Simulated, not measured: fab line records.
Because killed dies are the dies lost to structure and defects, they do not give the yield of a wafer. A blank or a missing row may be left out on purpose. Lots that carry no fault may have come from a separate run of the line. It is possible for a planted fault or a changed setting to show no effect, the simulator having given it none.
Which tool is to blame? ; flow n5_finfet ; 36 wafers from 12 lots sampled at 2 of the route's 1938 steps

== WHAT EACH GAUGE READ, for each wafer ==
N5_BEOL_M13_CD_MEAS_28: the cd target is 209.5 nm.
lot;measured;on;cd_nm (nm)
L074;day 13 21:15;cd_sem-02;209.5 209.4 209.5
L077;day 14 12:11;cd_sem-02;209.2 209.3 208.3
L083;day 15 05:09;cd_sem-03;209.6 210.6 210.1
L081;day 15 20:33;cd_sem-03;209.5 210.2 210.3
L082;day 16 07:26;cd_sem-02;209.5 210.3 208.8
L080;day 16 17:23;cd_sem-01;209.8 209.4 208.9
L090;day 17 11:20;cd_sem-01;210.2 209.9 210.5
L086;day 17 13:07;cd_sem-03;209.4 208.7 208.7
L093;day 17 15:03;cd_sem-01;209.2 209.0 209.0
L091;day 18 07:04;cd_sem-01;208.8 209.1 210.1
L095;day 19 02:55;cd_sem-01;210.2 210.6 210.0
L096;day 19 13:29;cd_sem-01;208.2 208.8 207.3

== WHAT TOOL EACH LOT RAN ON (gives the tool, then ch and the chambers of the sampled wafers, and finally the start) ==
lot;N5_BEOL_M13_STRIP_63
L074;plasma_asher-02 ch 0,1, day 13 20:43
L077;plasma_asher-01 ch 0,1, day 14 11:40
L083;plasma_asher-01 ch 0,1, day 15 04:37
L081;plasma_asher-02 ch 0,1, day 15 19:52
L082;plasma_asher-01 ch 0,1, day 16 06:55
L080;plasma_asher-01 ch 0,1, day 16 16:52
L090;plasma_asher-02 ch 0,1, day 17 10:49
L086;plasma_asher-01 ch 0,1, day 17 12:36
L093;plasma_asher-01 ch 0,1, day 17 14:23
L091;plasma_asher-01 ch 0,1, day 18 06:24
L095;plasma_asher-02 ch 0,1, day 19 02:23
L096;plasma_asher-02 ch 0,1, day 19 12:50
- N5_BEOL_M13_STRIP_63: strips in N2/H2.

== THE ANSWER, worked out from the rows above alone ==
Rule: usual is defined by the lots themselves. Put in order of their means at a reading, lots are off if they are a third of the lots or fewer, leave a main group of 4 or more, and stand apart from it by a gap of 3 or more times the standard deviation of the main group's means; of several such gaps the widest counts. The tables above print the reading to a certain number of digits; a main group whose means all agree to those digits is not used. A lot without any number at a reading at which 4 lots or more have one is off too. All remaining lots with rows at the step are treated as sound.
Across all readings shown, no lot is off: no conclusion can be drawn from this.

== WHAT WAS PUT IN BY THE SIMULATOR ==
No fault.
